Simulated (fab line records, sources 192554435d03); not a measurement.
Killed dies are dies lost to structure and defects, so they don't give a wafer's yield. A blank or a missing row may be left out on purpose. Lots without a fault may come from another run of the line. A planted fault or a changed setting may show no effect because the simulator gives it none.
fab line records | flow n5_finfet
record lots=24 wafers=72 last_day=17
route steps=1938 shown BEOL_M2@904 BEOL_M3@982
lots that met no fault: from a run of the same line without faults
start_h: hours from the record's first day to the start of the lot's first wafer shown | wait_h: hours since the lot's step before | " the same as in the row above | L1.1+2: a row that stands for several wafers | - no value, or no start given | * or withheld: withheld | < > ~ a bound
route shown NAME@n: a module of which the file shows steps, and the number in the route of the first | usual: mean/standard deviation of fault-free wafers | same: alike in all rows | chamber/n: place in a boat | sites: the reading at each site | _std_site: their standard deviation | _edge_site: outer sites' mean less inner sites' | radius_mm: how far each site lies from the wafer's centre | mask NAME#n: copy n | behind: the tool/chamber that last shaped the wafer | hold: why the lot was held/for how many hours/how that ended | device: the transistor (n, p or np) that didn't switch | end of line: the same wafers' tests at the end of the route | a step without rows: its recipe alone | killed: dies lost to structure and defects at the first sort, not the wafer's yield | map: a wafer's dies, x killed, . not, _ none there
set.NAME: the setting as run; set.NAME@STEP: as run at that earlier step | model.NAME: the simulator's own value behind a step, which no gauge read
steps of the route over a sample of lots; a table a step, a row a wafer
services: from which hour (start_h, from the record's first day; less than 0 if before it) a tool's chamber was out of use, for how many hours, and why
## steps
# step N5_BEOL_M2_SPUTTER_48
# recipe material=Cu target_thk_a=45 temp_c=-20 chamber_pressure_pa=0.07 power_w=withheld time_s=8.29
# usual throttle_valve_pct=29.7/1.1
# columns lot.wafer tool chamber start_h wait_h throttle_valve_pct
L074.2 pvd_sputter-03 - 139.64 0.1 28.6
L074.3 " - " " 30.2
L074.4 " - " " 30.7
L075.4 pvd_sputter-01 - 143.16 0.1 32.0
L075.5 " - " " 28.8
L075.6 " - " " 29.7
L076.2 pvd_sputter-02 - 154.93 0.1 28.2
L076.3 " - " " 30.3
L076.6 " - " " 30.2
L078.2 pvd_sputter-01 - 159.39 0.1 29.5
L078.3 " - " " 32.1
L078.4 " - " " 28.4
L077.3 pvd_sputter-01 - 162.43 0.1 28.2
L077.5 " - " " 31.8
L077.6 " - " " 29.1
L079.1 pvd_sputter-01 - 166.24 0.3 29.7
L079.2 " - " " 32.0
L079.6 " - " " 29.3
L080.1 pvd_sputter-02 - 168.69 0.1 30.2
L080.3 " - " " 30.3
L080.4 " - " " 30.0
L081.1 pvd_sputter-03 - 180.76 0.1 30.4
L081.3 " - " " 30.2
L081.6 " - " " 28.6
L082.1 pvd_sputter-02 - 181.31 0.2 30.4
L082.3 " - " " 28.4
L082.4 " - " " 30.1
L083.1 pvd_sputter-03 - 184.48 0.2 30.2
L083.4 " - " " 30.7
L083.5 " - " " 28.9
L084.2 pvd_sputter-01 - 194.08 0.2 29.5
L084.3 " - " " 28.4
L084.6 " - " " 29.1
L085.2 pvd_sputter-03 - 203.28 0.1 30.6
L085.4 " - " " 30.2
L085.5 " - " " 30.3
L086.2 pvd_sputter-01 - 211.91 0.1 29.3
L086.3 " - " " 31.9
L086.6 " - " " 32.0
L087.3 pvd_sputter-01 - 215.76 0.2 32.3
L087.5 " - " " 29.7
L087.6 " - " " 29.3
L088.1 pvd_sputter-01 - 220.80 1.5 29.5
L088.5 " - " " 28.3
L088.6 " - " " 29.4
L089.1 pvd_sputter-01 - 224.72 0.1 32.1
L089.2 " - " " 29.5
L089.3 " - " " 28.6
L090.1 pvd_sputter-01 - 233.48 0.1 28.2
L090.3 " - " " 29.5
L090.5 " - " " 29.6
L091.2 pvd_sputter-02 - 243.76 0.1 28.3
L091.5 " - " " 30.5
L091.6 " - " " 30.4
L092.1 pvd_sputter-02 - 246.55 0.1 30.4
L092.2 " - " " 29.9
L092.4 " - " " 30.2
L093.2 pvd_sputter-01 - 249.54 0.2 29.4
L093.3 " - " " 28.6
L093.4 " - " " 29.3
L094.3 pvd_sputter-03 - 257.71 0.2 30.4
L094.4 " - " " 28.7
L094.6 " - " " 28.4
L095.2 pvd_sputter-01 - 260.42 0.2 28.7
L095.5 " - " " 29.5
L095.6 " - " " 28.6
L096.4 pvd_sputter-02 - 267.04 0.3 30.2
L096.5 " - " " 29.9
L096.6 " - " " 27.9
L097.2 pvd_sputter-01 - 280.14 0.1 29.3
L097.4 " - " " 29.3
L097.6 " - " " 32.2
# step N5_BEOL_M2_ANNEAL_91
# recipe temp_c=400 time_s=240 ambient=vacuum
# usual heater_power_w=852/91
# columns lot.wafer tool chamber start_h wait_h heater_power_w
L074.2 pvd_sputter-03 - 140.82 0.0 932
L074.3 " - " " 866
L074.4 " - " " 985
L075.4 pvd_sputter-01 - 144.44 0.0 803
L075.5 " - " " 915
L075.6 " - " " 984
L076.2 pvd_sputter-02 - 156.11 0.0 808
L076.3 " - " " 768
L076.6 " - " " 761
L078.2 pvd_sputter-01 - 160.59 0.0 1006
L078.3 " - " " 799
L078.4 " - " " 905
L077.3 pvd_sputter-01 - 163.61 0.0 906
L077.5 " - " " 810
L077.6 " - " " 764
L079.1 pvd_sputter-01 - 167.42 0.0 988
L079.2 " - " " 806
L079.6 " - " " 998
L080.1 pvd_sputter-02 - 169.87 0.0 735
L080.3 " - " " 759
L080.4 " - " " 788
L081.1 pvd_sputter-03 - 181.94 0.0 1007
L081.3 " - " " 853
L081.6 " - " " 835
L082.1 pvd_sputter-02 - 182.49 0.0 735
L082.3 " - " " 802
L082.4 " - " " 847
L083.1 pvd_sputter-03 - 185.66 0.0 852
L083.4 " - " " 1004
L083.5 " - " " 920
L084.2 pvd_sputter-01 - 195.26 0.0 985
L084.3 " - " " 924
L084.6 " - " " 759
L085.2 pvd_sputter-03 - 204.46 0.0 994
L085.4 " - " " 850
L085.5 " - " " 997
L086.2 pvd_sputter-01 - 213.09 0.0 768
L086.3 " - " " 790
L086.6 " - " " 783
L087.3 pvd_sputter-01 - 216.94 0.0 784
L087.5 " - " " 983
L087.6 " - " " 765
L088.1 pvd_sputter-01 - 221.98 0.0 992
L088.5 " - " " 888
L088.6 " - " " 994
L089.1 pvd_sputter-01 - 225.90 0.0 796
L089.2 " - " " 743
L089.3 " - " " 925
L090.1 pvd_sputter-01 - 234.66 0.0 917
L090.3 " - " " 750
L090.5 " - " " 963
L091.2 pvd_sputter-02 - 244.94 0.0 791
L091.5 " - " " 719
L091.6 " - " " 757
L092.1 pvd_sputter-02 - 247.73 0.0 785
L092.2 " - " " 888
L092.4 " - " " 730
L093.2 pvd_sputter-01 - 250.72 0.0 740
L093.3 " - " " 907
L093.4 " - " " 987
L094.3 pvd_sputter-03 - 258.89 0.0 978
L094.4 " - " " 833
L094.6 " - " " 868
L095.2 pvd_sputter-01 - 261.60 0.0 908
L095.5 " - " " 977
L095.6 " - " " 882
L096.4 pvd_sputter-02 - 268.22 0.0 716
L096.5 " - " " 859
L096.6 " - " " 801
L097.2 pvd_sputter-01 - 281.32 0.0 1001
L097.4 " - " " 752
L097.6 " - " " 810
# step N5_BEOL_M2_DEP_57
# recipe material=SiCN target_thk_a=80 temp_c=withheld precursor=3MS/NH3 pressure_torr=3 rf_w=202 time_s=14
# usual chamber_pressure_Torr=3.001/0.0066 showerhead_plenum_p_Torr=3.662/0.011 throttle_valve_pct=9.27/0.3
# columns lot.wafer tool chamber start_h wait_h chamber_pressure_Torr showerhead_plenum_p_Torr throttle_valve_pct
L074.2 pecvd-02 0 142.40 0.0 2.994 3.674 9.28
L074.3 " 1 " " 3.002 3.645 9.00
L074.4 " 0 " " 2.994 3.678 9.06
L075.4 pecvd-01 1 146.08 0.0 3.004 3.672 9.35
L075.5 " 1 " " 2.998 3.657 9.60
L075.6 " 0 " " 3.014 3.679 9.44
L076.2 pecvd-02 0 157.78 0.0 3.000 3.659 9.12
L076.3 " 2 " " 2.999 3.664 9.55
L076.6 " 1 " " 3.002 3.650 9.33
L078.2 pecvd-02 2 162.56 0.0 2.998 3.644 9.29
L078.3 " 1 " " 2.996 3.652 9.35
L078.4 " 2 " " 2.998 3.654 9.35
L077.3 pecvd-04 2 165.19 0.0 2.992 3.647 9.18
L077.5 " 2 " " 2.985 3.665 9.37
L077.6 " 1 " " 2.999 3.670 8.82
L079.1 pecvd-02 1 169.05 0.0 3.006 3.662 9.09
L079.2 " 2 " " 3.003 3.656 9.28
L079.6 " 2 " " 2.990 3.658 9.52
L080.1 pecvd-02 1 171.49 0.0 2.991 3.649 9.27
L080.3 " 0 " " 3.019 3.675 9.52
L080.4 " 0 " " 3.010 3.677 9.20
L081.1 pecvd-02 0 183.52 0.0 2.999 3.675 9.28
L081.3 " 1 " " 2.995 3.660 9.23
L081.6 " 1 " " 2.990 3.667 9.35
L082.1 pecvd-04 2 184.21 0.0 2.996 3.649 8.86
L082.3 " 0 " " 2.992 3.653 9.14
L082.4 " 0 " " 3.007 3.646 9.54
L083.1 pecvd-01 1 187.24 0.0 3.008 3.666 9.52
L083.4 " 0 " " 2.999 3.667 9.57
L083.5 " 2 " " 3.001 3.656 8.81
L084.2 pecvd-01 1 196.83 0.0 2.998 3.673 9.32
L084.3 " 0 " " 2.998 3.668 9.76
L084.6 " 2 " " 2.986 3.666 8.93
L085.2 pecvd-01 2 206.02 0.0 3.001 3.677 9.01
L085.4 " 1 " " 3.009 3.666 9.50
L085.5 " 0 " " 2.997 3.673 9.91
L086.2 pecvd-02 0 214.66 0.0 2.999 3.678 9.36
L086.3 " 0 " " 2.995 3.676 9.60
L086.6 " 1 " " 3.005 3.646 9.13
L087.3 pecvd-02 0 218.53 0.0 3.005 3.671 9.32
L087.5 " 0 " " 3.003 3.674 9.44
L087.6 " 1 " " 3.000 3.656 9.12
L088.1 pecvd-01 2 223.54 0.0 3.004 3.674 8.99
L088.5 " 2 " " 2.996 3.664 8.90
L088.6 " 1 " " 3.008 3.663 9.41
L089.1 pecvd-01 2 227.61 0.0 2.992 3.666 9.13
L089.2 " 0 " " 3.017 3.667 9.86
L089.3 " 1 " " 3.001 3.672 9.42
L090.1 pecvd-04 1 236.22 0.0 3.013 3.665 9.05
L090.3 " 2 " " 2.999 3.646 9.33
L090.5 " 0 " " 3.010 3.652 9.28
L091.2 pecvd-01 0 246.51 0.0 3.007 3.669 9.80
L091.5 " 0 " " 2.997 3.670 9.70
L091.6 " 1 " " 2.993 3.666 9.58
L092.1 pecvd-04 2 249.29 0.0 3.010 3.653 9.23
L092.2 " 1 " " 2.999 3.685 9.36
L092.4 " 1 " " 3.002 3.670 9.05
L093.2 pecvd-04 0 252.56 0.0 3.011 3.646 9.46
L093.3 " 2 " " 3.001 3.655 9.26
L093.4 " 2 " " 3.000 3.649 9.39
L094.3 pecvd-02 0 260.52 0.0 3.005 3.670 9.41
L094.4 " 1 " " 3.001 3.654 9.07
L094.6 " 0 " " 3.000 3.666 9.32
L095.2 pecvd-02 0 263.18 0.0 3.003 3.675 9.40
L095.5 " 0 " " 3.004 3.680 9.50
L095.6 " 1 " " 3.000 3.649 9.22
L096.4 pecvd-02 0 269.80 0.0 3.002 3.678 9.43
L096.5 " 2 " " 3.002 3.645 8.21
L096.6 " 1 " " 3.001 3.654 9.06
L097.2 pecvd-04 2 282.89 0.0 2.993 3.647 9.59
L097.4 " 2 " " 2.997 3.660 9.45
L097.6 " 0 " " 2.998 3.652 9.28
# step N5_BEOL_M3_STRIP_97
# recipe chemistry=N2/H2 time_s=10 power_w=450 temp_c=40 pressure_mtorr=20 rf_frequency_hz=6e+07 bias_power_w=7 n2_flow_sccm=200 h2_flow_sccm=200
# usual drypump_motor_current_A=5.6/0.51 h2_flow_sccm=199.9/0.59 n2_flow_sccm=200.1/0.6 oes_product_au=0.79/0.089 rf_vpp_V=59.2/0.89 showerhead_plenum_p_Torr=2.52/0.11 throttle_valve_pct=23.6/0.34
# columns lot.wafer tool chamber start_h wait_h drypump_motor_current_A h2_flow_sccm n2_flow_sccm oes_product_au rf_hours_counter_h rf_vpp_V showerhead_plenum_p_Torr throttle_valve_pct
L074.2 rie_diel-03 2 - - 5.3 199.3 200.8 0.89 34 59.2 2.48 23.4
L074.3 " 1 " " 5.0 199.0 198.8 0.93 18 60.2 2.71 23.5
L074.4 " 0 " " 6.0 200.4 200.3 0.68 203 58.6 2.63 23.4
L075.4 rie_diel-03 1 - - 5.0 199.9 199.0 0.91 19 59.3 2.71 23.5
L075.5 " 0 " " 6.0 199.9 200.7 0.67 - 58.1 2.63 23.4
L075.6 " 3 " " 6.4 199.4 199.4 0.70 - 58.7 2.40 23.5
L076.2 rie_diel-02 2 - - 5.6 200.6 201.0 0.85 69 58.1 2.45 23.7
L076.3 " 1 " " 5.4 199.7 200.6 0.71 225 59.8 2.49 24.0
L076.6 " 0 " " 5.7 200.2 200.6 0.75 - 59.0 2.36 24.2
L078.2 rie_diel-02 0 - - 5.7 199.8 200.4 0.74 139 58.1 2.36 24.2
L078.3 " 1 " " 5.5 200.3 199.6 0.71 228 59.9 2.49 24.0
L078.4 " 0 " " 5.7 199.7 200.0 0.75 - 59.5 2.36 24.2
L077.3 rie_diel-03 3 - - 6.5 199.8 200.5 0.70 228 58.5 2.40 23.5
L077.5 " 0 " " 6.0 198.6 200.2 0.68 - 60.1 2.63 23.3
L077.6 " 1 " " 5.0 199.4 199.5 0.90 - 59.8 2.71 23.5
L079.1 rie_diel-03 2 - - 5.3 200.0 199.5 0.86 41 58.6 2.47 23.4
L079.2 " 3 " " 6.5 200.4 200.2 0.70 229 57.9 2.40 23.5
L079.6 " 1 " " 5.0 200.1 200.7 0.90 - 61.3 2.71 23.5
L080.1 rie_diel-06 3 - - 4.7 200.4 200.6 0.83 93 59.4 2.55 23.4
L080.3 " 2 " " 4.7 201.0 199.6 0.70 228 59.0 2.51 24.1
L080.4 " 1 " " 5.4 199.8 200.1 0.79 98 60.1 2.64 23.1
L081.1 rie_diel-02 0 - - 5.7 199.9 201.1 0.74 144 57.8 2.35 24.2
L081.3 " 1 " " 5.5 200.1 199.6 0.70 232 58.6 2.49 24.0
L081.6 " 3 " " 6.0 200.0 199.6 0.97 - 60.0 2.62 23.3
L082.1 rie_diel-02 0 - - 5.7 198.7 199.0 0.75 145 60.0 2.35 24.2
L082.3 " 2 " " 5.6 199.8 200.9 0.83 79 59.9 2.44 23.7
L082.4 " 3 " " 6.0 199.7 201.9 0.97 5 58.9 2.62 23.3
L083.1 rie_diel-02 3 - - 6.0 199.5 199.9 0.95 7 57.8 2.62 23.3
L083.4 " 0 " " 5.7 200.4 200.2 0.73 148 59.1 2.35 24.2
L083.5 " 3 " " 6.0 200.5 200.7 0.96 - 60.4 2.62 23.3
L084.2 rie_diel-06 0 - - 6.3 200.2 199.7 0.71 227 60.2 2.42 24.2
L084.3 " 1 " " 5.4 200.2 199.5 0.80 106 60.7 2.64 23.1
L084.6 " 0 " " 6.3 200.4 199.0 0.70 - 57.8 2.42 24.2
L085.2 rie_diel-06 1 - - 5.4 200.2 199.9 0.79 107 58.6 2.64 23.1
L085.4 " 3 " " 4.7 199.2 200.9 0.83 101 59.0 2.55 23.5
L085.5 " 2 " " 4.7 199.0 199.8 0.68 - 58.4 2.50 24.1
L086.2 rie_diel-03 1 - - 5.1 199.8 200.5 0.87 43 60.2 2.70 23.5
L086.3 " 2 " " 5.3 199.9 200.3 0.85 60 57.8 2.47 23.5
L086.6 " 1 " " 5.1 199.1 199.8 0.87 - 59.2 2.70 23.5
L087.3 rie_diel-03 3 - - 6.5 198.7 200.6 0.68 251 59.3 2.39 23.5
L087.5 " 1 " " 5.0 200.5 200.0 0.87 - 60.2 2.70 23.5
L087.6 " 3 " " 6.5 199.7 200.5 0.68 - 59.0 2.39 23.5
L089.1 rie_diel-02 0 - - 5.7 201.2 199.5 0.73 157 59.2 2.35 24.2
L089.2 " 3 " " 6.0 200.6 200.3 0.94 17 59.5 2.61 23.3
L089.3 " 2 " " 5.6 200.1 200.7 0.82 91 57.4 2.44 23.7
L088.1 rie_diel-06 1 - - 5.4 199.5 199.8 0.76 115 57.9 2.63 23.1
L088.5 " 3 " " 4.8 199.6 199.3 0.81 - 59.6 2.54 23.5
L088.6 " 0 " " 6.2 199.9 200.2 0.69 - 59.2 2.41 24.2
L090.1 rie_diel-06 0 - - 6.2 199.7 199.1 0.70 238 58.7 2.41 24.2
L090.3 " 1 " " 5.4 200.2 199.1 0.77 116 60.0 2.63 23.1
L090.5 " 1 " " 5.4 200.5 199.7 0.77 - 60.3 2.63 23.1
L091.2 rie_diel-06 3 - - 4.8 200.2 200.4 0.82 113 59.6 2.54 23.5
L091.5 " 0 " " 6.2 199.6 199.1 0.70 - 57.7 2.41 24.2
L091.6 " 1 " " 5.4 200.6 200.2 0.76 - 58.0 2.63 23.1
L093.2 rie_diel-02 3 - - 6.0 199.3 200.1 0.92 26 59.1 2.61 23.3
L093.3 " 2 " " 5.7 200.1 199.6 0.81 101 57.6 2.44 23.7
L093.4 " 2 " " 5.6 201.2 199.6 0.82 - 58.6 2.44 23.7
L092.1 rie_diel-03 2 - - 5.3 198.8 199.7 0.84 76 58.7 2.46 23.5
L092.2 " 1 " " 5.0 200.7 200.2 0.85 59 58.9 2.70 23.6
L092.4 " 1 " " 5.0 200.3 200.1 0.85 - 59.6 2.70 23.5
L094.3 rie_diel-02 1 - - 5.4 199.8 201.0 0.97 1 60.2 2.48 23.5
L094.4 " 2 " " 5.7 199.2 200.4 0.81 103 59.5 2.43 23.7
L094.6 " 0 " " 5.7 200.4 200.0 0.73 - 58.8 2.35 24.3
L095.2 rie_diel-03 2 - - 5.2 200.0 200.5 0.83 80 59.8 2.46 23.5
L095.5 " 1 " " 5.0 200.1 199.5 0.83 - 60.4 2.69 23.6
L095.6 " 2 " " 5.3 199.2 200.1 0.82 - 59.2 2.46 23.5
L096.4 rie_diel-03 3 - - 6.5 198.9 200.0 1.00 - 60.6 2.71 23.1
L096.5 " 2 " " 5.3 200.4 200.8 0.81 - 59.2 2.46 23.5
L096.6 " 1 " " 5.0 200.5 200.2 0.83 - 58.5 2.69 23.6
L097.2 rie_diel-02 0 - - 5.7 200.2 199.9 0.71 178 59.3 2.34 24.3
L097.4 " 1 " " 5.5 200.4 200.7 0.92 11 58.2 2.48 23.5
L097.6 " 3 " " 6.0 199.7 199.3 0.89 - 60.5 2.60 23.3
# step N5_BEOL_M3_ANNEAL_82
# recipe temp_c=400 time_s=240 ambient=vacuum
# usual heater_power_w=855/84
# columns lot.wafer tool chamber start_h wait_h heater_power_w
L074.2 pvd_sputter-01 - 154.47 0.0 926
L074.3 " - " " 759
L074.4 " - " " 767
L075.4 pvd_sputter-03 - 156.96 0.0 851
L075.5 " - " " 915
L075.6 " - " " 998
L076.2 pvd_sputter-02 - 163.05 0.0 728
L076.3 " - " " 808
L076.6 " - " " 760
L078.2 pvd_sputter-02 - 171.67 0.0 790
L078.3 " - " " 771
L078.4 " - " " 767
L077.3 pvd_sputter-01 - 172.74 0.0 896
L077.5 " - " " 906
L077.6 " - " " 797
L079.1 pvd_sputter-02 - 179.11 0.0 876
L079.2 " - " " 779
L079.6 " - " " 725
L080.1 pvd_sputter-03 - 183.16 0.0 928
L080.3 " - " " 854
L080.4 " - " " 846
L081.1 pvd_sputter-02 - 187.68 0.0 765
L081.3 " - " " 885
L081.6 " - " " 879
L082.1 pvd_sputter-02 - 195.62 0.0 865
L082.3 " - " " 769
L082.4 " - " " 803
L083.1 pvd_sputter-03 - 205.64 0.0 845
L083.4 " - " " 844
L083.5 " - " " 912
L084.2 pvd_sputter-01 - 209.77 0.0 893
L084.3 " - " " 761
L084.6 " - " " 964
L085.2 pvd_sputter-03 - 213.28 0.0 860
L085.4 " - " " 865
L085.5 " - " " 863
L086.2 pvd_sputter-01 - 219.48 0.0 880
L086.3 " - " " 767
L086.6 " - " " 747
L087.3 pvd_sputter-01 - 229.46 0.0 1009
L087.5 " - " " 908
L087.6 " - " " 971
L089.1 pvd_sputter-01 - 235.84 0.0 907
L089.2 " - " " 789
L089.3 " - " " 981
L088.1 pvd_sputter-01 - 246.03 0.0 920
L088.5 " - " " 799
L088.6 " - " " 761
L090.1 pvd_sputter-02 - 248.91 0.0 849
L090.3 " - " " 799
L090.5 " - " " 776
L091.2 pvd_sputter-02 - 252.20 0.0 726
L091.5 " - " " 793
L091.6 " - " " 873
L093.2 pvd_sputter-03 - 260.67 0.0 989
L093.3 " - " " 907
L093.4 " - " " 835
L092.1 pvd_sputter-03 - 262.51 0.0 844
L092.2 " - " " 967
L092.4 " - " " 854
L094.3 pvd_sputter-01 - 269.06 0.0 917
L094.4 " - " " 786
L094.6 " - " " 991
L095.2 pvd_sputter-02 - 270.76 0.0 720
L095.5 " - " " 710
L095.6 " - " " 866
L096.4 pvd_sputter-03 - 280.81 0.0 989
L096.5 " - " " 934
L096.6 " - " " 859
L097.2 pvd_sputter-03 - 296.36 0.0 837
L097.4 " - " " 1000
L097.6 " - " " 987
# step N5_BEOL_M3_SPUTTER_94
# recipe material=Cu target_thk_a=45 temp_c=-20 chamber_pressure_pa=0.07 power_w=withheld time_s=8.29
# usual throttle_valve_pct=29.7/1
# columns lot.wafer tool chamber start_h wait_h throttle_valve_pct
L074.2 pvd_sputter-01 - 155.58 0.1 28.5
L074.3 " - " " 29.0
L074.4 " - " " 32.0
L075.4 pvd_sputter-03 - 157.98 0.1 30.1
L075.5 " - " " 28.8
L075.6 " - " " 30.5
L076.2 pvd_sputter-02 - 164.07 0.1 30.4
L076.3 " - " " 28.3
L076.6 " - " " 30.4
L078.2 pvd_sputter-02 - 172.69 0.1 28.3
L078.3 " - " " 30.2
L078.4 " - " " 30.3
L077.3 pvd_sputter-01 - 173.76 0.1 28.3
L077.5 " - " " 28.5
L077.6 " - " " 32.2
L079.1 pvd_sputter-02 - 180.13 0.1 30.0
L079.2 " - " " 30.3
L079.6 " - " " 30.3
L080.1 pvd_sputter-03 - 184.18 0.1 28.8
L080.3 " - " " 29.0
L080.4 " - " " 29.9
L081.1 pvd_sputter-02 - 188.70 0.1 30.5
L081.3 " - " " 29.9
L081.6 " - " " 30.2
L082.1 pvd_sputter-02 - 196.64 0.1 29.9
L082.3 " - " " 30.2
L082.4 " - " " 28.1
L083.1 pvd_sputter-03 - 206.66 0.1 28.4
L083.4 " - " " 30.3
L083.5 " - " " 28.7
L084.2 pvd_sputter-01 - 210.79 0.1 28.6
L084.3 " - " " 29.4
L084.6 " - " " 29.5
L085.2 pvd_sputter-03 - 214.30 0.1 28.9
L085.4 " - " " 30.0
L085.5 " - " " 30.2
L086.2 pvd_sputter-01 - 220.50 0.1 28.5
L086.3 " - " " 29.5
L086.6 " - " " 29.2
L087.3 pvd_sputter-01 - 230.48 0.1 29.6
L087.5 " - " " 28.2
L087.6 " - " " 29.5
L089.1 pvd_sputter-01 - 236.86 0.1 28.5
L089.2 " - " " 32.1
L089.3 " - " " 29.3
L088.1 pvd_sputter-01 - 247.05 0.1 28.4
L088.5 " - " " 31.9
L088.6 " - " " 29.2
L090.1 pvd_sputter-02 - 249.93 0.1 29.9
L090.3 " - " " 28.3
L090.5 " - " " 30.2
L091.2 pvd_sputter-02 - 253.22 0.1 30.2
L091.5 " - " " 28.2
L091.6 " - " " 30.3
L093.2 pvd_sputter-03 - 261.69 0.1 30.5
L093.3 " - " " 28.7
L093.4 " - " " 30.1
L092.1 pvd_sputter-03 - 263.53 0.1 29.0
L092.2 " - " " 30.5
L092.4 " - " " 30.0
L094.3 pvd_sputter-01 - 270.08 0.1 28.4
L094.4 " - " " 31.9
L094.6 " - " " 29.4
L095.2 pvd_sputter-02 - 271.78 0.1 30.1
L095.5 " - " " 30.2
L095.6 " - " " 29.9
L096.4 pvd_sputter-03 - 281.83 0.1 30.5
L096.5 " - " " 28.8
L096.6 " - " " 28.9
L097.2 pvd_sputter-03 - 297.38 0.1 28.6
L097.4 " - " " 30.5
L097.6 " - " " 30.2
## services
# columns tool chamber start_h hours kind
rie_diel-03 0 115.96 8.9 repair
pecvd-01 2 126.20 21.6 repair
rie_diel-02 3 159.07 - clean
rie_diel-02 3 159.07 - consumable_replace:focus_ring
rie_diel-02 3 159.07 16.3 scheduled_down
rie_diel-02 3 159.07 16.3 vent_cycle
rie_diel-06 0 163.38 9.6 repair
pecvd-01 - 177.10 1.7 repair
pecvd-04 0 193.65 15.3 repair
pecvd-02 2 202.38 - clean
pecvd-02 2 202.38 - consumable_replace:showerhead
pecvd-02 2 202.38 29.0 scheduled_down
pecvd-02 2 202.38 29.0 vent_cycle
pecvd-02 - 236.17 23.9 repair
pecvd-04 1 244.42 4.1 repair
rie_diel-02 1 245.26 - clean
rie_diel-02 1 245.26 - consumable_replace:focus_ring
rie_diel-02 1 245.26 17.8 scheduled_down
pecvd-01 - 264.89 5.5 pm
rie_diel-03 0 274.83 3.8 repair
rie_diel-06 3 276.39 6.5 repair
rie_diel-02 3 277.39 11.6 repair
pecvd-02 1 288.13 5.0 repair
rie_diel-06 3 289.56 18.8 repair
## key
fault none
